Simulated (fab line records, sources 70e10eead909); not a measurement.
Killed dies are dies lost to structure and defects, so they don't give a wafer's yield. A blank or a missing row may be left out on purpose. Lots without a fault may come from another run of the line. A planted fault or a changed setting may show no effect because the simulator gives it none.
Chamber matching | flow nand_harc | NHARC_P_GATE_ETCH_104 on rie_diel-04: 3 sister chambers
The step etches the open film in CF4/CHF3, target depth 60 nm. 6 wafers are shown with their chamber, then 3 later ones without.

WAFERS WITH THEIR CHAMBER
wafer  | chamber | drypump_motor_current_A (A) | oes_product_au (a.u.)
L937.2 | 2       | 5.6                         | 0.979
L937.5 | 1       | 5.9                         | 0.963
L936.3 | 2       | 5.6                         | 0.944
L936.6 | 3       | 4.9                         | 0.948
L941.1 | 3       | 4.9                         | 0.969
L941.5 | 1       | 5.8                         | 0.958

WAFERS WITHOUT THEIR CHAMBER
wafer  | drypump_motor_current_A (A) | oes_product_au (a.u.)
L940.1 | 5.9                         | 0.957
L940.2 | 5.6                         | 0.948
L942.2 | 5.9                         | 0.962

WHICH CHAMBER EACH WENT THROUGH
wafer  | from the rows above | in truth
L940.1 | 1                   | 1
L940.2 | 2                   | 2
L942.2 | 1                   | 1
Placed correctly: 3 of 3. Can't be placed from these rows: 0. Placed wrongly: 0.
How it was worked out, from the rows above alone: a wafer's distance from a chamber is the root of the sum, over the readings, of the square of ((its reading less the chamber's mean) divided by the reading's scatter). The wafer belongs to the nearest chamber; if the next one is less than 2 further off, it can't be placed. A chamber's mean is the mean of its shown wafers. The scatter: the root of (the sum of the squares of (reading less its chamber's mean) over the shown wafers, divided by (wafers less chambers)).
